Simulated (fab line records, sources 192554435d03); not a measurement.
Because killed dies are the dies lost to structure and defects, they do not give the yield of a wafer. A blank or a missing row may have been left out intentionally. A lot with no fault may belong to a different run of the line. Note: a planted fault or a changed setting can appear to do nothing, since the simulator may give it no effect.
Comparing a struck lot with a sound one    flow n5Finfet    14 out of 1938 route steps
Sound: the wafers L406.1, L406.3, L406.5. Wafers L407.1, L407.2, L407.5 were the ones struck. The cause is given at the end.
Each step with rows lists, per side, the tool, then ch with its chambers, then its first start. Under that, the readings that differ: sound wafers    struck wafers    difference of the means    sigmas: that difference in standard deviations of wafers without a fault.
alike: a reading whose means differ by less than 2 such deviations, as well as words and numbers matching on both sides. not compared: withheld readings; readings where some wafer has no value; bounds like >300 that might hide an equal value; numbers whose values overlap and for which the record gives no deviation.
The two part at a step that has a row with sigmas, a row that says differs or no value, or rows on one side only. Numbers that don't overlap but have no deviation are shown without sigmas and don't part them. A reading missing from all wafers of one side parts the sides only when that side holds two or more wafers.

first, 1 step without rows for these wafers: N5_HKMG_FIN_COAT_66 (time 60 s, resist thk 300 nm).
N5_HKMG_FIN_ETCH_67: etches SOC in N2/H2, stops on TiN, target depth 388.9 nm.
  sound on rieDiel-01 ch 2,3, day 5 00:07; struck on rieDiel-05 ch 1,2, day 5 07:43
  alike: drypumpMotorCurrentA, h2FlowSccm, oesProductAu, rfFwdPowerW, rfVppV, showerheadPlenumPTorr, throttleValvePct
  not compared: rfHoursCounterH
N5_HKMG_FIN_STRIP_90: strips SOC in N2/H2, time 20 s.
  sound on rieDiel-01 ch 2,3, day 5 00:11; struck on rieDiel-05 ch 1,2, day 5 07:46
reading    sound              struck             difference  sigmas
tempC (C)  40.00 40.09 40.00  39.66 40.00 39.61  -0.27       -2
  alike: drypumpMotorCurrentA, h2FlowSccm, oesProductAu, rfFwdPowerW, rfVppV, showerheadPlenumPTorr, throttleValvePct
  not compared: rfHoursCounterH
then, 1 step without rows for these wafers: N5_HKMG_FIN_WET_ETCH_73 (etches the open film in SC1, time 42.3 s, target depth 1.3 nm, rinse time 30 s).
N5_HKMG_FIN_ETCHBACK_68: etches the open film in Cl2/Ar, stops on HfO2, target depth 0.5 nm.
  sound on rieMetal-03 ch 1, day 5 00:20; struck on rieMetal-02 ch 0, day 5 07:56
  alike: drypumpMotorCurrentA, oesProductAu, rfFwdPowerW, throttleValvePct
  not compared: rfHoursCounterH
then, 2 steps without rows for these wafers: N5_HKMG_FIN_STRIP_69 (strips in N2/H2, time 360 s); N5_HKMG_FIN_ALD_21 (deposits TiN, target thk 1.5 nm, pulse time 1 s, purge time 3 s).
N5_HKMG_FIN_ALD_72: deposits W, target thk 2 nm, pulse time 1 s, purge time 2 s.
  sound on cvdW-02 ch 0,1, day 5 01:14; struck on cvdW-01 ch 0,1, day 5 08:56
reading           sound        struck       difference  sigmas
heaterPowerW (W)  512 526 520  488 488 503  -26         -2
  alike: precursorPulseHeightRel
then, 3 steps without rows for these wafers: N5_HKMG_FIN_W_FILL_22 (material W, target thk 60 nm, time 18.2 s); N5_HKMG_FIN_PRECLEAN_83 (cleans in DIW, time 57.5 s); N5_HKMG_FIN_SRD_84 (dry time 32 s).
N5_HKMG_FIN_CMP_23: polishes, stops on SiNx, t overpolish 10 s, target thk 46.326 nm.
  sound on cmp-03 ch 0,2,3, day 5 01:24; struck on cmp-02 ch 2,3, day 5 09:11
  alike: edgeZonePressureFrac, headPressurePsi, motorCurrentA, overpolishRunS, slurryFlowMlMin, timeToEndpointS
N5_HKMG_FIN_CMP_94: polishes, stops on SiNx, t overpolish 4.7 s, target thk 43.299 nm.
  sound on cmp-03 ch 0,2,3, day 5 01:53; struck on cmp-02 ch 2,3, day 5 09:37
  no value came back on the struck wafers for edgeZonePressureFrac, headPressurePsi (psi), motorCurrentA (A), slurryFlowMlMin; on the sound wafers edgeZonePressureFrac reads 1.000 0.995 0.997
reading                                   sound           struck        difference  sigmas
model.W_of_HKMG_FIN_W_FILL_22.thkNm (nm)  43.8 41.4 43.4  46.6 47 47.8  +4.3        
model.SiNx_of_SDB_ALD_29.thkNm (nm)       28.2 28.2 28.4  29 28.6 28.8  +1          
N5_BEOL_M4_RC_MEAS_101:
  the record has rows for the sound wafers here (prober-01 ch 0, day 9 03:01) and none for the struck ones

== WHERE THEY PART ==
Last at N5_BEOL_M4_RC_MEAS_101 as far as this record goes, first at N5_HKMG_FIN_STRIP_90.

WHY: what had been put in by the simulator
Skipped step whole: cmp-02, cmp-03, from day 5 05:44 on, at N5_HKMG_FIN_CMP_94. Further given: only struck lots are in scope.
